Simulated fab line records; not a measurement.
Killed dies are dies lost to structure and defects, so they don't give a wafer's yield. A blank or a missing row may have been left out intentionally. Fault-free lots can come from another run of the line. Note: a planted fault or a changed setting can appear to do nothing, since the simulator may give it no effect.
Which tool did it? | flow n5 finfet | 33 wafers from 11 lots sampled at 4 of the route's 1938 steps

WHAT EACH GAUGE READ, for each wafer
The record lacks any reading of a measuring or inspecting step that a usual standard deviation could be used to judge.

WHICH TOOL RAN EACH LOT (tool, then ch and the chambers of the sampled wafers, then the start)
lot  | N5_BEOL_M2_VIA_ETCH_34             | N5_PASSIVATION_STRIP_34            | N5_PASSIVATION_PASS_ETCH_47        | N5_PASSIVATION_PROBE_49
L649 | rie diel-01 ch 0,2,3, day 6 12:59  | rie diel-01 ch 0,1,3, day 11 09:50 | rie diel-03 ch 0,2,3, day 11 11:44 | -
L652 | rie diel-01 ch 0,1,3, day 7 11:51  | rie diel-03 ch 0,1,2, day 12 16:37 | rie diel-01 ch 1,2,3, day 12 17:55 | -
L653 | rie diel-03 ch 0,2, day 7 21:30    | rie diel-04 ch 0,1, day 13 03:19   | rie diel-03 ch 0,1,2, day 13 04:38 | -
L654 | rie diel-01 ch 0,2,3, day 7 21:32  | rie diel-01 ch 1,2,3, day 13 06:29 | rie diel-03 ch 0,2, day 13 07:49   | -
L655 | rie diel-04 ch 0,1,3, day 8 03:39  | rie diel-03 ch 0,2,3, day 13 14:04 | rie diel-01 ch 0,2, day 13 15:20   | -
L658 | rie diel-03 ch 0,3, day 9 00:46    | rie diel-01 ch 0,3, day 13 18:49   | rie diel-03 ch 1,2,3, day 13 20:01 | prober-01, day 13 23:02
L660 | rie diel-03 ch 0,1, day 9 15:14    | rie diel-01 ch 1,3, day 14 12:14   | rie diel-01 ch 0,1,3, day 14 13:26 | prober-02, day 14 16:27
L665 | rie diel-01 ch 1,2,3, day 10 18:16 | rie diel-04 ch 1,2, day 16 04:10   | rie diel-01 ch 0,3, day 16 05:22   | prober-02, day 16 08:32
L666 | rie diel-01 ch 1,2,3, day 10 21:04 | rie diel-04 ch 0,2, day 16 07:46   | rie diel-01 ch 0,2, day 16 08:56   | -
L669 | rie diel-04 ch 1,3, day 12 01:25   | rie diel-04 ch 0,3, day 17 03:33   | rie diel-01 ch 1,2,3, day 17 04:59 | -
L670 | rie diel-01 ch 1,3, day 12 06:50   | rie diel-04 ch 1,2,3, day 17 05:21 | rie diel-03 ch 0,3, day 17 07:36   | prober-01, day 17 10:37
- N5_BEOL_M2_VIA_ETCH_34: etches the open film in C4F6/O2, target depth 69.4 nm, time 65.9 s.
- N5_PASSIVATION_STRIP_34: strips in O2.
- N5_PASSIVATION_PASS_ETCH_47: etches SiNx in CF4/O2, target depth 770 nm, time 385 s.
- N5_PASSIVATION_PROBE_49

AS READ BY THE TOOLS THEMSELVES (means over the sampled wafers that have a number; for cases with no such wafer, the mark the record gives instead)
N5_BEOL_M2_VIA_ETCH_34.
lot  | tool        | drypump motor current A (A) | oes product au (a.u.) | rf vpp V (V) | showerhead plenum p Torr (Torr) | throttle valve pct (%)
L649 | rie diel-01 | 5.7                         | 0.76                  | 678          | 2.85                            | 30.94
L652 | rie diel-01 | 6.0                         | 0.77                  | 679          | 2.86                            | 30.82
L653 | rie diel-03 | 6.2                         | 0.74                  | 669          | 2.87                            | 30.86
L654 | rie diel-01 | 5.7                         | 0.85                  | 681          | 2.96                            | 30.88
L655 | rie diel-04 | 5.5                         | 0.83                  | 654          | 2.85                            | 30.81
L658 | rie diel-03 | 5.8                         | 0.69                  | 689          | 2.93                            | 31.17
L660 | rie diel-03 | 5.6                         | 0.82                  | 682          | 2.98                            | 30.61
L665 | rie diel-01 | 5.5                         | 0.78                  | 677          | 2.88                            | 30.87
L666 | rie diel-01 | 5.5                         | 0.77                  | 678          | 2.88                            | 30.86
L669 | rie diel-04 | 5.5                         | 0.83                  | 644          | 2.76                            | 30.77
L670 | rie diel-01 | 5.7                         | 0.70                  | 693          | 2.85                            | 30.85

N5_PASSIVATION_STRIP_34.
lot  | tool        | drypump motor current A (A) | o2 flow sccm (sccm) | oes product au (a.u.) | rf vpp V (V) | showerhead plenum p Torr (Torr) | throttle valve pct (%)
L649 | rie diel-01 | 6.0                         | 225.4               | 0.73                  | 2.8          | 2.09                            | 16.66
L652 | rie diel-03 | 5.8                         | 225.0               | 0.74                  | 2.5          | 2.11                            | 16.72
L653 | rie diel-04 | 5.7                         | 225.1               | 0.87                  | 4.2          | 2.10                            | 16.57
L654 | rie diel-01 | 5.5                         | 224.9               | 0.74                  | 3.0          | 2.11                            | 16.72
L655 | rie diel-03 | 6.0                         | 225.2               | 0.80                  | 2.0          | 2.08                            | 16.81
L658 | rie diel-01 | 6.0                         | 224.4               | 0.71                  | 3.2          | 2.13                            | 16.64
L660 | rie diel-01 | 5.7                         | 224.8               | 0.79                  | 4.3          | 2.16                            | 16.53
L665 | rie diel-04 | 5.3                         | 225.4               | 0.80                  | 4.4          | 2.12                            | 16.44
L666 | rie diel-04 | 5.2                         | 225.6               | 0.79                  | 3.1          | 2.18                            | 16.42
L669 | rie diel-04 | 5.2                         | 225.7               | 0.71                  | 3.5          | 2.06                            | 16.81
L670 | rie diel-04 | 5.3                         | 225.5               | 0.75                  | 4.1          | 2.06                            | 16.62

N5_PASSIVATION_PASS_ETCH_47.
lot  | tool        | drypump motor current A (A) | oes product au (a.u.) | rf vpp V (V) | showerhead plenum p Torr (Torr) | throttle valve pct (%)
L649 | rie diel-03 | 6.0                         | 0.70                  | 246          | 2.22                            | 16.22
L652 | rie diel-01 | 5.5                         | 0.76                  | 245          | 2.23                            | 15.98
L653 | rie diel-03 | 5.9                         | 0.74                  | 244          | 2.23                            | 16.01
L654 | rie diel-03 | 6.1                         | 0.71                  | 242          | 2.15                            | 16.05
L655 | rie diel-01 | 5.5                         | 0.83                  | 241          | 2.30                            | 15.93
L658 | rie diel-03 | 5.6                         | 0.84                  | 248          | 2.23                            | 15.92
L660 | rie diel-01 | 6.0                         | 0.81                  | 247          | 2.28                            | 15.75
L665 | rie diel-01 | 6.2                         | 0.81                  | 247          | 2.23                            | 15.71
L666 | rie diel-01 | 5.5                         | 0.80                  | 240          | 2.29                            | 15.97
L669 | rie diel-01 | 5.5                         | 0.88                  | 247          | 2.31                            | 15.69
L670 | rie diel-03 | 5.8                         | 0.89                  | 249          | 2.26                            | 16.01

N5_PASSIVATION_PROBE_49.
lot  | tool      | defect limited yield (%) | killed_at_M0_to_M3 | killed_at_M4_up | killed at contacts | killed at front end | killed at other | killed dies | killed open | killed short | sort_bin_4_leakage (%) | sort_bin_5_function (%) | sort_bin_6_memory (%) | sort n pass | sort yield pct (%)
L658 | prober-01 | 84.4                     | 131                | 14              | 9                  | 26                  | 3.3             | 184         | 47          | 20           | 0.0                    | 9.9                     | 3.2                   | 996         | 84.4
L660 | prober-02 | 79.6                     | 180                | 16              | 15                 | 24                  | 6.3             | 241         | 72          | 29           | 0.0                    | 12.3                    | 4.6                   | 939         | 79.6
L665 | prober-02 | 91.6                     | 34                 | 20              | 18                 | 26                  | 1.0             | 100         | 66          | 32           | 0.0                    | 5.2                     | 2.9                   | 1080        | 91.6
L670 | prober-01 | 91.3                     | 22                 | 19              | 17                 | 43                  | 3.0             | 103         | 71          | 30           | 0.0                    | 5.3                     | 3.2                   | 1076        | 91.2

THE ANSWER, worked out from the rows above alone
Rule: the lots themselves supply what counts as usual. Put in order of their means at a reading, lots are off if they are a third of the lots or fewer, leave a main group of 4 or more, and stand apart from it by a gap of 3 or more times the standard deviation of the main group's means; of several such gaps the widest counts. The tables above print the reading to a certain number of digits; a main group whose means all agree to those digits is not used. Also off: a lot with no number at a reading for which 4 or more lots have one. Where the step has rows for the other lots, those lots are counted as sound. First the gauges in route order, then the tools' own readings, where a lot's mean is used as printed above. At the first step where some lot is off, the reading lying furthest off is the one used; lots without a number count as furthest.
No lot is off at any reading shown: from this, nothing can be told.

WHAT HAD BEEN PUT IN BY THE SIMULATOR
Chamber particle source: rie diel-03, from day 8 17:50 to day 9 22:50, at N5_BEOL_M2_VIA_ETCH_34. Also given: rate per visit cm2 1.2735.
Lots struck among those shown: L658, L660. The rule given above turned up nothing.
